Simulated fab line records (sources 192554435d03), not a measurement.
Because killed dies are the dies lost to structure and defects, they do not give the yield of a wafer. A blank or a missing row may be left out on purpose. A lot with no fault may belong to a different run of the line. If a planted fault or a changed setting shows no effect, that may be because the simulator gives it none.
fab line records -- flow n5-finfet -- part 1 of 2: steps 1 to 21 of 28
record: lots: 5, wafers: 15, last-day: 20
route steps=1938 shown BEOL_M4@1041
lots that met no fault: from a run of the same line without faults
start-h: the number of hours between the record's first day and the start of the first shown wafer of the lot -- wait-h: how many hours have passed since the lot's step before this one -- " same as the row above -- L1.1+2: a row that stands for several wafers -- - either no value or no given start -- * or withheld: withheld -- < > ~ a bound
route shown NAME@n: a module of which the file shows steps, and the number in the route of the first -- usual: average and standard deviation across the fault-free wafers -- same: alike in all rows -- chamber/n: place in a boat -- sites: each site's reading -- _std_site: the standard deviation of these -- _edge_site: mean of outer sites minus mean of inner sites -- radius-mm: for every site, how far away it sits from the centre of the wafer -- mask NAME#n: copy n -- behind: the most recent tool/chamber to have shaped the wafer -- hold: the reason the lot was held/the length of the hold in hours/how it ended -- device: the transistor (n, p or np) that didn't switch -- end of line: the route-end tests of the same wafers -- a step with no rows: only its recipe -- killed: dies lost to structure and defects at the first sort, not the wafer's yield -- map: shows each die of a wafer: x if killed, . if not, _ if none is there
set.NAME: setting as actually run; set.NAME@STEP: the setting as run at that earlier step -- model.NAME: the simulator's own value behind a step, which no gauge read
lots at selected steps of the route; one table per step, one row per wafer
services: the hour from which a tool's chamber was out of use, counted from the record's first day as start-h (under 0 if before that day), plus the number of hours and why
== steps ==
step: N5_BEOL_M4_STRIP_65
recipe: chemistry: N2/H2, temp-c: 40, n2-flow-sccm: 200, h2-flow-sccm: 200, rf-frequency-hz: 6e+07
lot.wafer,tool,chamber,start-h,wait-h
L076.2+3+5,rie-diel-05,"1,2,1",213.59,0.1
L077.1+2+4,rie-diel-05,"2,0,1",218.12,0.1
L081.3+4+6,rie-diel-01,"2,0,3",231.81,0.1
L086.1+2+6,rie-diel-01,"3,1,0",259.75,0.1
L097.3+5+6,rie-diel-05,"0,1,0",337.07,0.1
step: N5_BEOL_M4_STRIP_75
recipe: chemistry: N2/H2, temp-c: 40, n2-flow-sccm: 200, h2-flow-sccm: 200, rf-frequency-hz: 6e+07
lot.wafer,tool,chamber,start-h,wait-h
L076.2+3+5,rie-diel-05,"1,2,1",213.60,0.0
L077.1+2+4,rie-diel-05,"2,0,1",218.13,0.0
L081.3+4+6,rie-diel-01,"2,0,3",231.82,0.0
L086.1+2+6,rie-diel-01,"3,1,0",259.76,0.0
L097.3+5+6,rie-diel-05,"0,1,0",337.08,0.0
step: N5_BEOL_M4_STRIP_66
recipe: chemistry: CF4, resist: SiARC, power-w: 300, bias-power-w: 75, pressure-mtorr: 50, cf4-flow-sccm: 150, rf-frequency-hz: 6e+07
usual: drypump-motor-current-A: 5.5/0.51, oes-product-au: 0.78/0.078, rf-vpp-V: 271.0/1.3, showerhead-plenum-p-Torr: 1.79/0.04, throttle-valve-pct: 13.41/0.18
lot.wafer,tool,chamber,start-h,wait-h,drypump-motor-current-A,oes-product-au,rf-hours-counter-h,rf-vpp-V,showerhead-plenum-p-Torr,throttle-valve-pct
L076.2,rie-diel-05,1,213.61,0.0,6.4,0.85,43,271.4,1.77,13.23
L076.3,rie-diel-05,2,213.61,0.0,5.4,0.75,146,270.2,1.80,13.30
L076.5,rie-diel-05,1,213.61,0.0,6.4,0.84,-,271.0,1.77,13.22
L077.1,rie-diel-05,2,218.14,0.0,5.3,0.75,147,272.9,1.80,13.31
L077.2,rie-diel-05,0,218.14,0.0,5.2,0.78,109,271.6,1.82,13.56
L077.4,rie-diel-05,1,218.14,0.0,6.4,0.85,44,269.9,1.77,13.24
L081.3,rie-diel-01,2,231.83,0.0,5.2,0.69,247,269.6,1.70,13.60
L081.4,rie-diel-01,0,231.83,0.0,5.5,0.70,205,270.9,1.78,13.70
L081.6,rie-diel-01,3,231.83,0.0,5.6,0.83,-,269.7,1.76,13.29
L086.1,rie-diel-01,3,259.77,0.0,5.6,0.80,87,268.3,1.76,13.33
L086.2,rie-diel-01,1,259.77,0.0,5.0,0.71,191,272.9,1.83,13.54
L086.6,rie-diel-01,0,259.77,0.0,5.5,0.69,-,272.4,1.77,13.73
L097.3,rie-diel-05,0,337.09,0.0,5.3,0.75,153,271.8,1.81,13.65
L097.5,rie-diel-05,1,337.09,0.0,6.4,0.79,-,269.5,1.75,13.32
L097.6,rie-diel-05,0,337.09,0.0,5.3,0.74,-,271.4,1.81,13.65
step: N5_BEOL_M4_HM_OPEN_17
recipe: chemistry: Cl2/BCl3, target-depth-a: 200, overetch-a: 60, target: TiN, mask-material: SOC, ion-energy-ev: 150, pressure-mtorr: 10, icp-w: 1000, bias-w: 126, Cl2_flow_sccm: 53.25, bcl3-flow-sccm: 21.75, Ar_flow_sccm: 25
usual: drypump-motor-current-A: 5.8/0.39, oes-product-au: 0.67/0.088, throttle-valve-pct: 22.2/0.31
lot.wafer,tool,chamber,start-h,wait-h,drypump-motor-current-A,oes-product-au,rf-hours-counter-h,throttle-valve-pct
L076.2,rie-metal-03,0,213.65,0.0,5.7,0.67,42,21.8
L076.3,rie-metal-03,1,213.65,0.0,5.7,0.64,-,22.1
L076.5,rie-metal-03,1,213.65,0.0,5.7,0.64,-,22.1
L077.1,rie-metal-03,0,218.22,0.1,5.8,0.66,42,21.8
L077.2,rie-metal-03,1,218.22,0.1,5.7,0.63,61,22.1
L077.4,rie-metal-03,0,218.22,0.1,5.8,0.65,-,21.8
L081.3,rie-metal-01,1,231.90,0.1,5.9,0.83,-,21.7
L081.4,rie-metal-01,0,231.90,0.1,5.0,0.66,-,22.1
L081.6,rie-metal-01,1,231.90,0.1,5.9,0.83,-,21.8
L086.1,rie-metal-02,0,259.81,0.0,6.1,0.59,77,22.6
L086.2,rie-metal-02,1,259.81,0.0,6.0,0.79,2,22.3
L086.6,rie-metal-02,0,259.81,0.0,6.1,0.58,-,22.6
L097.3,rie-metal-02,0,337.16,0.1,6.1,0.58,-,22.6
L097.5,rie-metal-02,0,337.16,0.1,6.1,0.58,-,22.6
L097.6,rie-metal-02,1,337.16,0.1,6.0,0.75,-,22.3
step: N5_BEOL_M4_STRIP_19
recipe: chemistry: O2, power-w: 400, temp-c: 40, pressure-mtorr: 30, rf-frequency-hz: 6e+07, bias-power-w: 0, overash-fraction: 0.2, o2-flow-sccm: 225
usual: drypump-motor-current-A: 5.6/0.52, oes-product-au: 0.77/0.073, rf-vpp-V: 3.7/0.51, showerhead-plenum-p-Torr: 2.09/0.062, throttle-valve-pct: 16.48/0.19
lot.wafer,tool,chamber,start-h,wait-h,drypump-motor-current-A,oes-product-au,rf-hours-counter-h,rf-vpp-V,showerhead-plenum-p-Torr,throttle-valve-pct
L076.2,rie-diel-05,1,213.76,0.1,6.4,0.87,43,3.7,2.03,16.20
L076.3,rie-diel-05,2,213.76,0.1,5.4,0.76,146,3.5,2.09,16.28
L076.5,rie-diel-05,2,213.76,0.1,5.3,0.76,-,4.2,2.09,16.30
L077.1,rie-diel-01,1,218.33,0.1,5.0,0.73,170,3.5,2.19,16.67
L077.2,rie-diel-01,0,218.33,0.1,5.5,0.71,200,3.5,2.09,16.80
L077.4,rie-diel-01,2,218.33,0.1,5.2,0.67,242,4.4,2.00,16.65
L081.3,rie-diel-05,3,231.99,0.1,5.3,0.90,31,3.7,2.05,16.35
L081.4,rie-diel-05,1,231.99,0.1,6.4,0.85,48,3.7,2.03,16.22
L081.6,rie-diel-05,2,231.99,0.1,5.4,0.76,-,3.6,2.08,16.29
L086.1,rie-diel-05,1,259.92,0.1,6.4,0.84,58,4.3,2.03,16.23
L086.2,rie-diel-05,2,259.92,0.1,5.4,0.74,162,4.0,2.08,16.31
L086.6,rie-diel-05,2,259.92,0.1,5.4,0.75,-,3.6,2.08,16.31
L097.3,rie-diel-05,2,337.25,0.1,5.4,0.72,190,3.6,2.07,16.38
L097.5,rie-diel-05,2,337.25,0.1,5.4,0.73,-,3.9,2.07,16.34
L097.6,rie-diel-05,3,337.25,0.1,5.3,0.84,-,3.6,2.03,16.42
step: N5_BEOL_M4_CD_MEAS_18
recipe: pitch-nm: 36, target-cd-nm: 18
usual: cd-nm: 17.8/0.46
lot.wafer,tool,chamber,start-h,wait-h,cd-nm
L076.2,cd-sem-01,-,213.83,0.1,18.1
L076.3,cd-sem-01,-,213.83,0.1,17.5
L076.5,cd-sem-01,-,213.83,0.1,18.1
L077.1,cd-sem-03,-,218.40,0.0,17.7
L077.2,cd-sem-03,-,218.40,0.0,17.7
L077.4,cd-sem-03,-,218.40,0.0,18.5
L081.3,cd-sem-02,-,232.06,0.1,17.6
L081.4,cd-sem-02,-,232.06,0.1,17.5
L081.6,cd-sem-02,-,232.06,0.1,18.3
L086.1,cd-sem-02,-,259.99,0.0,17.6
L086.2,cd-sem-02,-,259.99,0.0,17.6
L086.6,cd-sem-02,-,259.99,0.0,17.4
L097.3,cd-sem-01,-,337.32,0.1,17.4
L097.5,cd-sem-01,-,337.32,0.1,18.0
L097.6,cd-sem-01,-,337.32,0.1,17.7
step: N5_BEOL_M4_COAT_67
recipe: resist: SOC, temp-c: 250, time-s: 60, spin-rpm: 1500, resist-thk-nm: 60
usual: heater-power-total-W: 500.7/1.7
lot.wafer,tool,chamber,start-h,wait-h,heater-power-total-W
L076.2,litho-track-03,0,213.87,0.0,500.6
L076.3,litho-track-03,0,213.87,0.0,498.5
L076.5,litho-track-03,0,213.87,0.0,502.6
L077.1,litho-track-05,0,218.44,0.0,501.6
L077.2,litho-track-05,0,218.44,0.0,500.2
L077.4,litho-track-05,0,218.44,0.0,499.5
L081.3,litho-track-04,0,232.10,0.0,498.3
L081.4,litho-track-04,0,232.10,0.0,502.9
L081.6,litho-track-04,0,232.10,0.0,502.8
L086.1,litho-track-03,0,260.03,0.0,499.6
L086.2,litho-track-03,0,260.03,0.0,498.7
L086.6,litho-track-03,0,260.03,0.0,502.2
L097.3,litho-track-03,0,337.35,0.0,502.6
L097.5,litho-track-03,0,337.35,0.0,500.6
L097.6,litho-track-03,0,337.35,0.0,500.8
step: N5_BEOL_M4_COAT_68
recipe: resist: SiARC, temp-c: 220, time-s: 60, spin-rpm: 1500, resist-thk-nm: 12
usual: heater-power-total-W: 427.6/2.1
lot.wafer,tool,chamber,start-h,wait-h,heater-power-total-W
L076.2,litho-track-03,0,-,-,429.1
L076.3,litho-track-03,0,-,-,431.0
L076.5,litho-track-03,0,-,-,426.1
L077.1,litho-track-05,0,-,-,425.5
L077.2,litho-track-05,0,-,-,429.1
L077.4,litho-track-05,0,-,-,425.3
L081.3,litho-track-04,0,-,-,426.7
L081.4,litho-track-04,0,-,-,429.8
L081.6,litho-track-04,0,-,-,428.0
L086.1,litho-track-03,0,-,-,430.9
L086.2,litho-track-03,0,-,-,429.8
L086.6,litho-track-03,0,-,-,430.1
L097.3,litho-track-03,0,-,-,430.5
L097.5,litho-track-03,0,-,-,427.0
L097.6,litho-track-03,0,-,-,425.0
step: N5_BEOL_M4_COAT_76
recipe: resist: underlayer, temp-c: 205, time-s: 60, spin-rpm: 1500, resist-thk-nm: 5
usual: heater-power-total-W: 391.7/1.3
lot.wafer,tool,chamber,start-h,wait-h,heater-power-total-W
L076.2,litho-track-03,0,-,-,390.8
L076.3,litho-track-03,0,-,-,391.3
L076.5,litho-track-03,0,-,-,393.4
L077.1,litho-track-05,0,-,-,392.0
L077.2,litho-track-05,0,-,-,392.6
L077.4,litho-track-05,0,-,-,390.8
L081.3,litho-track-04,0,-,-,391.4
L081.4,litho-track-04,0,-,-,392.7
L081.6,litho-track-04,0,-,-,393.7
L086.1,litho-track-03,0,-,-,392.7
L086.2,litho-track-03,0,-,-,392.3
L086.6,litho-track-03,0,-,-,392.5
L097.3,litho-track-03,0,-,-,391.4
L097.5,litho-track-03,0,-,-,390.0
L097.6,litho-track-03,0,-,-,393.0
step: N5_BEOL_M4_COAT_22
recipe: resist: CAR-EUV, spin-rpm: 1500, resist-thk-nm: 30
lot.wafer,tool,chamber,start-h,wait-h
L076.2+3+5,litho-track-03,0,-,-
L077.1+2+4,litho-track-05,0,-,-
L081.3+4+6,litho-track-04,0,-,-
L086.1+2+6,litho-track-03,0,-,-
L097.3+5+6,litho-track-03,0,-,-
step: N5_BEOL_M4_EBR_24
recipe: solvent: PGMEA, ebr-width-mm: 1.5
lot.wafer,tool,chamber,start-h,wait-h
L076.2+3+5,litho-track-03,0,-,-
L077.1+2+4,litho-track-05,0,-,-
L081.3+4+6,litho-track-04,0,-,-
L086.1+2+6,litho-track-03,0,-,-
L097.3+5+6,litho-track-03,0,-,-
step: N5_BEOL_M4_SOFTBAKE_23
recipe: temp-c: 110, time-s: 60, resist: CAR-EUV
usual: heater-power-total-W: 175.3/1.6
lot.wafer,tool,chamber,start-h,wait-h,heater-power-total-W
L076.2,litho-track-03,0,-,-,173.2
L076.3,litho-track-03,0,-,-,173.6
L076.5,litho-track-03,0,-,-,175.4
L077.1,litho-track-05,0,-,-,177.4
L077.2,litho-track-05,0,-,-,175.4
L077.4,litho-track-05,0,-,-,177.0
L081.3,litho-track-04,0,-,-,173.0
L081.4,litho-track-04,0,-,-,173.0
L081.6,litho-track-04,0,-,-,176.9
L086.1,litho-track-03,0,-,-,177.6
L086.2,litho-track-03,0,-,-,177.5
L086.6,litho-track-03,0,-,-,173.6
L097.3,litho-track-03,0,-,-,173.0
L097.5,litho-track-03,0,-,-,173.4
L097.6,litho-track-03,0,-,-,176.3
step: N5_BEOL_M4_EXPOSE_25
recipe: mask-id: V3, na: 0.33, source-shape: quasar, sigma-inner: 0.2, sigma-outer: 0.8, polarization: unpolarized, defocus-nm: 5, dose-mj: 63
usual: reticle-temp-C: 23.00/0.1, stage-msd-nm: 0.848/0.028
lot.wafer,tool,chamber,start-h,wait-h,mask,reticle-temp-C,stage-msd-nm
L076.2,euv-scanner-01,0,214.01,-,V3#0,22.90,0.820
L076.3,euv-scanner-01,0,214.01,-,V3#0,22.94,0.821
L076.5,euv-scanner-01,0,214.01,-,V3#0,22.99,0.821
L077.1,euv-scanner-02,0,218.70,-,V3#0,22.92,0.873
L077.2,euv-scanner-02,0,218.70,-,V3#0,22.95,0.873
L077.4,euv-scanner-02,0,218.70,-,V3#0,23.02,0.871
L081.3,euv-scanner-02,0,232.25,-,V3#0,22.77,0.869
L081.4,euv-scanner-02,0,232.25,-,V3#0,22.88,0.867
L081.6,euv-scanner-02,0,232.25,-,V3#0,23.14,0.867
L086.1,euv-scanner-01,0,260.16,-,V3#0,22.89,0.814
L086.2,euv-scanner-01,0,260.16,-,V3#0,22.98,0.817
L086.6,euv-scanner-01,0,260.16,-,V3#0,22.92,0.816
L097.3,euv-scanner-02,0,337.51,-,V3#0,23.02,0.874
L097.5,euv-scanner-02,0,337.51,-,V3#0,22.82,0.872
L097.6,euv-scanner-02,0,337.51,-,V3#0,23.06,0.870
step: N5_BEOL_M4_PEB_26
recipe: peb-temp-c: 100, peb-time-s: 60, resist: CAR-EUV
usual: heater-power-total-W: 154.1/1.1
lot.wafer,tool,chamber,start-h,wait-h,heater-power-total-W
L076.2,litho-track-05,0,214.08,0.1,154.4
L076.3,litho-track-05,0,214.08,0.1,152.9
L076.5,litho-track-05,0,214.08,0.1,153.9
L077.1,litho-track-05,0,218.78,0.1,152.5
L077.2,litho-track-05,0,218.78,0.1,155.6
L077.4,litho-track-05,0,218.78,0.1,153.1
L081.3,litho-track-03,0,232.32,0.1,154.6
L081.4,litho-track-03,0,232.32,0.1,155.5
L081.6,litho-track-03,0,232.32,0.1,153.3
L086.1,litho-track-04,0,260.24,0.1,153.3
L086.2,litho-track-04,0,260.24,0.1,154.9
L086.6,litho-track-04,0,260.24,0.1,152.3
L097.3,litho-track-05,0,337.57,0.1,152.5
L097.5,litho-track-05,0,337.57,0.1,153.6
L097.6,litho-track-05,0,337.57,0.1,155.0
step: N5_BEOL_M4_DEVELOP_27
recipe: develop-time-s: 30, developer: TMAH, resist: CAR-EUV, rinse-liquid: surfactant-rinse, dry: air-spin, dev-temp-c: 23
lot.wafer,tool,chamber,start-h,wait-h
L076.2+3+5,litho-track-05,0,-,-
L077.1+2+4,litho-track-05,0,-,-
L081.3+4+6,litho-track-03,0,-,-
L086.1+2+6,litho-track-04,0,-,-
L097.3+5+6,litho-track-05,0,-,-
step: N5_BEOL_M4_CD_MEAS_28
recipe: target-cd-nm: 26.2, landing-energy-ev: 500, detector: se-inlens, target-cd-y-nm: 24.1, polarity: opening
usual: cd-nm: 26.15/0.25
same: landing-energy-ev: 500
lot.wafer,tool,chamber,start-h,wait-h,cd-nm
L076.2,cd-sem-01,0,214.15,-,26.08
L076.3,cd-sem-01,0,214.15,-,26.02
L076.5,cd-sem-01,0,214.15,-,25.87
L077.1,cd-sem-03,0,218.84,-,26.05
L077.2,cd-sem-03,0,218.84,-,26.14
L077.4,cd-sem-03,0,218.84,-,25.95
L081.3,cd-sem-01,0,232.38,-,25.96
L081.4,cd-sem-01,0,232.38,-,26.37
L081.6,cd-sem-01,0,232.38,-,26.68
L086.1,cd-sem-01,0,260.31,-,25.91
L086.2,cd-sem-01,0,260.31,-,26.01
L086.6,cd-sem-01,0,260.31,-,26.18
L097.3,cd-sem-02,0,337.64,-,26.08
L097.5,cd-sem-02,0,337.64,-,26.00
L097.6,cd-sem-02,0,337.64,-,26.08
step: N5_BEOL_M4_OVL_MEAS_29
recipe: points-per-wafer: 522
usual: V3_OVL: -0.2/0.58
lot.wafer,tool,chamber,start-h,wait-h,V3_OVL[nm]
L076.2,overlay-01,0,214.19,0.0,0.5
L076.3,overlay-01,0,214.19,0.0,-0.5
L076.5,overlay-01,0,214.19,0.0,-0.3
L077.1,overlay-01,0,218.87,0.0,-0.2
L077.2,overlay-01,0,218.87,0.0,-1.4
L077.4,overlay-01,0,218.87,0.0,-0.3
L081.3,overlay-01,0,232.42,0.0,0.8
L081.4,overlay-01,0,232.42,0.0,-0.2
L081.6,overlay-01,0,232.42,0.0,0.3
L086.1,overlay-01,0,260.34,0.0,0.1
L086.2,overlay-01,0,260.34,0.0,-0.7
L086.6,overlay-01,0,260.34,0.0,-0.6
L097.3,overlay-01,0,337.68,0.0,0.2
L097.5,overlay-01,0,337.68,0.0,-0.1
L097.6,overlay-01,0,337.68,0.0,0.3
step: N5_BEOL_M4_INSPECT_30
recipe: mode: adi, inspect-instrument: brightfield
usual: raw-defect-count: 407/110
lot.wafer,tool,chamber,start-h,wait-h,raw-defect-count
L076.2,defect-inspect-01,-,214.24,0.0,755
L076.3,defect-inspect-01,-,214.24,0.0,750
L076.5,defect-inspect-01,-,214.24,0.0,688
L077.1,defect-inspect-02,-,218.93,0.1,304
L077.2,defect-inspect-02,-,218.93,0.1,298
L077.4,defect-inspect-02,-,218.93,0.1,301
L081.3,defect-inspect-02,-,232.47,0.0,371
L081.4,defect-inspect-02,-,232.47,0.0,434
L081.6,defect-inspect-02,-,232.47,0.0,328
L086.1,defect-inspect-01,-,260.70,0.4,630
L086.2,defect-inspect-01,-,260.70,0.4,369
L086.6,defect-inspect-01,-,260.70,0.4,329
L097.3,defect-inspect-02,-,337.73,0.0,678
L097.5,defect-inspect-02,-,337.73,0.0,641
L097.6,defect-inspect-02,-,337.73,0.0,419
step: N5_BEOL_M4_DESCUM_33
recipe: chemistry: O2, time-s: 7, source-power-w: 50, bias-power-w: 20, pressure-mtorr: 20, rf-frequency-hz: 2.712e+07, temp-c: 40, resist: CAR-EUV, o2-flow-sccm: 225
usual: drypump-motor-current-A: 5.7/0.57, oes-product-au: 0.79/0.085, rf-vpp-V: 243.1/1.1, showerhead-plenum-p-Torr: 2.09/0.057, throttle-valve-pct: 20.18/0.2
lot.wafer,tool,chamber,start-h,wait-h,drypump-motor-current-A,oes-product-au,rf-hours-counter-h,rf-vpp-V,showerhead-plenum-p-Torr,throttle-valve-pct
L076.2,rie-diel-05,2,214.27,0.0,5.4,0.76,146,244.3,2.08,19.98
L076.3,rie-diel-05,1,214.27,0.0,6.4,0.87,43,242.8,2.03,19.96
L076.5,rie-diel-05,3,214.27,0.0,5.2,0.92,-,242.4,2.04,20.10
L077.1,rie-diel-04,3,218.97,0.0,6.5,0.70,216,244.5,2.17,20.30
L077.2,rie-diel-04,0,218.97,0.0,5.8,0.66,238,242.3,2.06,20.29
L077.4,rie-diel-04,1,218.97,0.0,6.3,0.86,42,243.6,2.11,20.28
L081.3,rie-diel-04,2,232.54,0.1,4.9,0.73,158,243.7,2.07,19.92
L081.4,rie-diel-04,1,232.54,0.1,6.3,0.86,47,244.5,2.11,20.29
L081.6,rie-diel-04,0,232.54,0.1,5.7,0.66,-,242.3,2.06,20.30
L086.1,rie-diel-01,3,260.73,0.0,5.6,0.81,88,241.4,2.03,20.06
L086.2,rie-diel-01,0,260.73,0.0,5.5,0.70,221,243.8,2.08,20.58
L086.6,rie-diel-01,0,260.73,0.0,5.5,0.69,-,243.3,2.08,20.60
L097.3,rie-diel-04,3,337.76,0.0,6.5,0.95,6,244.8,2.16,20.17
L097.5,rie-diel-04,2,337.76,0.0,4.9,0.70,-,245.3,2.06,20.01
L097.6,rie-diel-04,3,337.76,0.0,6.5,0.96,-,244.5,2.16,20.18
step: N5_BEOL_M4_ETCH_77
recipe: chemistry: N2/H2, target: underlayer, target-depth-a: 65, mask-material: CAR-EUV, time-s: 5.2, ion-energy-ev: 200, pressure-mtorr: 30, source-w: 840, bias-w: 150, n2-flow-sccm: 200, h2-flow-sccm: 200, ends: cleared
usual: drypump-motor-current-A: 5.7/0.57, etch-rf-on-time-s: 5.27/0.16, oes-product-au: 0.67/0.075, rf-vpp-V: 523.7/2.1, showerhead-plenum-p-Torr: 2.54/0.068, throttle-valve-pct: 17.64/0.25
lot.wafer,tool,chamber,start-h,wait-h,drypump-motor-current-A,etch-rf-on-time-s,oes-product-au,rf-hours-counter-h,rf-vpp-V,showerhead-plenum-p-Torr,throttle-valve-pct
L076.2,rie-diel-05,2,214.31,0.0,5.4,5.06,0.65,146,523.2,2.53,17.44
L076.3,rie-diel-05,1,214.31,0.0,6.4,5.44,0.71,43,521.6,2.49,17.45
L076.5,rie-diel-05,3,214.31,0.0,5.3,5.28,0.77,-,521.5,2.49,17.64
L077.1,rie-diel-04,3,219.00,0.0,6.5,5.25,0.60,216,526.1,2.61,17.62
L077.2,rie-diel-04,0,219.00,0.0,5.8,5.21,0.58,238,524.1,2.48,17.58
L077.4,rie-diel-04,1,219.00,0.0,6.4,5.12,0.75,42,524.6,2.60,17.96
L081.3,rie-diel-04,2,232.58,0.0,4.9,5.54,0.61,158,521.5,2.55,17.51
L081.4,rie-diel-04,1,232.58,0.0,6.4,5.07,0.73,47,526.1,2.60,17.98
L081.6,rie-diel-04,0,232.58,0.0,5.8,5.20,0.58,-,522.3,2.48,17.58
L086.1,rie-diel-01,3,260.77,0.0,5.7,5.28,0.69,88,521.6,2.48,17.56
L086.2,rie-diel-01,0,260.77,0.0,5.5,5.32,0.58,221,522.0,2.52,17.93
L086.6,rie-diel-01,0,260.77,0.0,5.5,5.37,0.59,-,521.4,2.52,17.96
L097.3,rie-diel-04,3,337.79,0.0,6.5,5.02,0.83,6,526.0,2.59,17.39
L097.5,rie-diel-04,2,337.79,0.0,4.9,5.59,0.57,-,525.1,2.53,17.56
L097.6,rie-diel-04,3,337.79,0.0,6.6,5.06,0.81,-,527.2,2.59,17.37
step: N5_BEOL_M4_ETCH_69
recipe: chemistry: CF4, target: SiARC, target-depth-a: 156, mask-material: CAR-EUV, time-s: 26, ion-energy-ev: 80, pressure-mtorr: 40, source-w: 545, bias-w: 36, Ar_flow_sccm: 100, cf4-flow-sccm: 100, ends: cleared
usual: drypump-motor-current-A: 5.7/0.57, etch-rf-on-time-s: 26.3/0.75, oes-product-au: 0.67/0.075, rf-vpp-V: 184.1/1, showerhead-plenum-p-Torr: 2.14/0.046, throttle-valve-pct: 15.44/0.18
lot.wafer,tool,chamber,start-h,wait-h,drypump-motor-current-A,etch-rf-on-time-s,oes-product-au,rf-hours-counter-h,rf-vpp-V,showerhead-plenum-p-Torr,throttle-valve-pct
L076.2,rie-diel-05,2,214.32,0.0,5.4,25.4,0.65,146,184.6,2.16,15.36
L076.3,rie-diel-05,1,214.32,0.0,6.4,26.7,0.72,43,184.8,2.11,15.26
L076.5,rie-diel-05,3,214.32,0.0,5.3,26.8,0.77,-,184.8,2.11,15.38
L077.1,rie-diel-04,3,219.02,0.0,6.5,25.9,0.61,216,184.5,2.20,15.49
L077.2,rie-diel-04,0,219.02,0.0,5.8,26.0,0.58,238,185.3,2.12,15.64
L077.4,rie-diel-04,1,219.02,0.0,6.4,25.5,0.75,42,183.8,2.17,15.58
L081.3,rie-diel-04,2,232.60,0.0,4.9,27.5,0.61,158,183.6,2.13,15.24
L081.4,rie-diel-04,1,232.60,0.0,6.3,25.5,0.75,47,184.0,2.17,15.55
L081.6,rie-diel-04,0,232.60,0.0,5.8,26.4,0.58,-,184.3,2.12,15.67
L086.1,rie-diel-01,3,260.79,0.0,5.6,26.1,0.69,88,182.4,2.08,15.31
L086.2,rie-diel-01,0,260.79,0.0,5.5,26.6,0.59,221,184.0,2.12,15.76
L086.6,rie-diel-01,0,260.79,0.0,5.5,26.8,0.59,-,183.9,2.12,15.75
L097.3,rie-diel-04,3,337.81,0.0,6.6,25.0,0.80,6,183.8,2.18,15.14
L097.5,rie-diel-04,2,337.81,0.0,4.9,27.6,0.59,-,184.2,2.12,15.34
L097.6,rie-diel-04,3,337.81,0.0,6.6,25.0,0.82,-,183.8,2.18,15.13
